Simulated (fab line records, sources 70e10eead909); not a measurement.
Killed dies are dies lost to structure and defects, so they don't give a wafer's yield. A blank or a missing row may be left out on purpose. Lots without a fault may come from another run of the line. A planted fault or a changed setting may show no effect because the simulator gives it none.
A struck lot beside a sound one | flow nand_harc | 38 steps out of a route of 1302
Sound: wafers L179.1, L179.2, L179.5. Struck: wafers L186.3, L186.5, L186.6. The cause comes at the end.
At each step with rows: each side's tool, then ch and its chambers, then its first start. Under that, the readings that differ: sound wafers | struck wafers | difference of the means | sigmas: that difference in standard deviations of wafers without a fault.
alike: readings whose means differ by less than 2 such deviations, and words and numbers that are the same on both sides. not compared: withheld readings, readings that some wafer has no value for, bounds like >300 that may hide the same value, and numbers for which the record gives no deviation and whose values overlap.
The two part at a step that has a row with sigmas, a row that says differs or no value, or rows on one side only. Numbers that don't overlap but have no deviation are shown without sigmas and don't part them. A reading that every wafer of one side lacks parts them only if that side has two wafers or more.

NHARC_A_ZERO_WELL_INSPECT_17:
  sound on defect_inspect-02, day 6 17:23; struck on defect_inspect-02, day 9 16:43
  reading          | sound  | struck   | difference | sigmas
  raw_defect_count | 6 5 11 | 18 26 16 | +13        | +2
then, 3 steps without rows for these wafers: NHARC_A_SOURCE_PLATE_PRECLEAN_00 (cleans in HF-LAST, time 60 s); NHARC_A_SOURCE_PLATE_SRD_01; NHARC_A_SOURCE_PLATE_OXIDE_02 (material SiO2, target thk 10 nm, ox time 1362 s).
NHARC_A_SOURCE_PLATE_THK_MEAS_09: measures by ellipsometry.
  sound on film_metro-02, day 7 00:34; struck on film_metro-01, day 10 00:28
  alike: thk_nm
then, 3 steps without rows for these wafers: NHARC_A_SOURCE_PLATE_PVD_04 (deposits WSi2, target thk 50 nm); NHARC_A_SOURCE_PLATE_CVD_03 (deposits poly-Si, target thk 200 nm, time 4000 s); NHARC_A_SOURCE_PLATE_ANNEAL_05 (time 1800 s).
NHARC_A_SOURCE_PLATE_THK_MEAS_06: measures by ellipsometry.
  sound on film_metro-01, day 7 13:43; struck on film_metro-02, day 10 16:58
  reading     | sound             | struck            | difference | sigmas
  thk_nm (nm) | 199.8 201.6 201.6 | 196.5 196.9 196.1 | -4.5       | -2
NHARC_A_SOURCE_PLATE_INSPECT_08:
  sound on defect_inspect-02, day 7 13:49; struck on defect_inspect-01, day 10 17:04
  reading          | sound    | struck      | difference | sigmas
  raw_defect_count | 54 68 48 | 151 125 114 | +73        | +3
NHARC_A_ONON_D1_DEP_00: target thk 1000 nm.
  sound on pecvd_onon-02 ch 0, day 7 13:53; struck on pecvd_onon-01 ch 0, day 10 17:14
  alike: n2o_flow_sccm, sih4_flow_sccm
NHARC_A_ONON_D1_THK_MEAS_02: measures by ellipsometry.
  sound on film_metro-02, day 7 14:24; struck on film_metro-02, day 10 17:38
  alike: thk_nm
then, 1 step without rows for these wafers: NHARC_A_ONON_D1_DEP_03 (target thk 1000 nm).
NHARC_A_ONON_D1_THK_MEAS_05: measures by ellipsometry.
  sound on film_metro-02, day 7 14:58; struck on film_metro-02, day 10 18:12
  alike: thk_nm
then, 1 step without rows for these wafers: NHARC_A_ONON_D1_DEP_06 (target thk 1000 nm).
NHARC_A_ONON_D1_THK_MEAS_08: measures by ellipsometry.
  sound on film_metro-01, day 7 15:32; struck on film_metro-01, day 10 18:46
  alike: thk_nm
then, 1 step without rows for these wafers: NHARC_A_ONON_D1_DEP_09 (target thk 1000 nm).
NHARC_A_ONON_D1_THK_MEAS_11: measures by ellipsometry.
  sound on film_metro-02, day 7 16:06; struck on film_metro-01, day 10 19:20
  alike: thk_nm
then, 1 step without rows for these wafers: NHARC_A_ONON_D1_DEP_12 (target thk 1000 nm).
NHARC_A_ONON_D1_THK_MEAS_14: measures by ellipsometry.
  sound on film_metro-02, day 7 16:41; struck on film_metro-01, day 10 19:54
  alike: thk_nm
then, 2 steps without rows for these wafers: NHARC_A_ONON_D1_ANNEAL_15 (time 3600 s); NHARC_A_ONON_D1_DEP_16 (target thk 1000 nm).
NHARC_A_ONON_D1_THK_MEAS_18: measures by ellipsometry.
  sound on film_metro-02, day 7 23:32; struck on film_metro-01, day 11 03:44
  alike: thk_nm
then, 1 step without rows for these wafers: NHARC_A_ONON_D1_DEP_19 (target thk 1000 nm).
NHARC_A_ONON_D1_THK_MEAS_21: measures by ellipsometry.
  sound on film_metro-02, day 8 00:06; struck on film_metro-01, day 11 04:17
  alike: thk_nm
then, 1 step without rows for these wafers: NHARC_A_ONON_D1_DEP_22 (target thk 1000 nm).
NHARC_A_ONON_D1_THK_MEAS_24: measures by ellipsometry.
  sound on film_metro-01, day 8 00:40; struck on film_metro-01, day 11 04:51
  alike: thk_nm
then, 1 step without rows for these wafers: NHARC_A_ONON_D1_DEP_25 (target thk 1000 nm).
NHARC_A_ONON_D1_THK_MEAS_27: measures by ellipsometry.
  sound on film_metro-01, day 8 01:14; struck on film_metro-01, day 11 05:25
  alike: thk_nm
then, 1 step without rows for these wafers: NHARC_A_ONON_D1_DEP_28 (target thk 1000 nm).
NHARC_A_ONON_D1_THK_MEAS_30: measures by ellipsometry.
  sound on film_metro-01, day 8 01:47; struck on film_metro-01, day 11 05:59
  alike: thk_nm
NHARC_A_ONON_D1_DEP_33: deposits SiO2, target thk 200 nm.
  sound on pecvd-02 ch 0,1,2, day 8 01:57; struck on pecvd-03 ch 0,2, day 11 06:08
  alike: heater_power_w, throttle_valve_pct
NHARC_A_ONON_D1_THK_MEAS_34: measures by ellipsometry.
  sound on film_metro-02, day 8 02:22; struck on film_metro-01, day 11 06:27
  alike: thk_nm
NHARC_A_CHANNEL_HOLE_D1_DEP_00: deposits aC, target thk 3100 nm.
  sound on acl_dep-03 ch 0, day 8 03:19; struck on acl_dep-02 ch 0, day 11 08:55
  alike: throttle_valve_pct
NHARC_A_CHANNEL_HOLE_D1_DEP_01: deposits SiON, target thk 140 nm.
  sound on pecvd-02 ch 1,2, day 8 05:13; struck on pecvd-02 ch 0,1, day 11 10:16
  alike: heater_power_w
then, 2 steps without rows for these wafers: NHARC_A_CHANNEL_HOLE_D1_DEHYDRATE_02 (time 120 s); NHARC_A_CHANNEL_HOLE_D1_HMDS_03 (time 30 s).
-- the record jumps here: 16 days lie between the struck wafers' starts before and after (it left off in module A_CHANNEL_HOLE_D1 and takes up again in module END, whose first step shown is number 1302 of the route) --
NHARC_END_SORT_01:
  the record has rows for the struck wafers here (prober-02 ch 0, day 27 00:45) and none for the sound ones

WHERE THEY PART
First at NHARC_A_ZERO_WELL_INSPECT_17; last, within this record, at NHARC_END_SORT_01.

WHY: what the simulator had put in
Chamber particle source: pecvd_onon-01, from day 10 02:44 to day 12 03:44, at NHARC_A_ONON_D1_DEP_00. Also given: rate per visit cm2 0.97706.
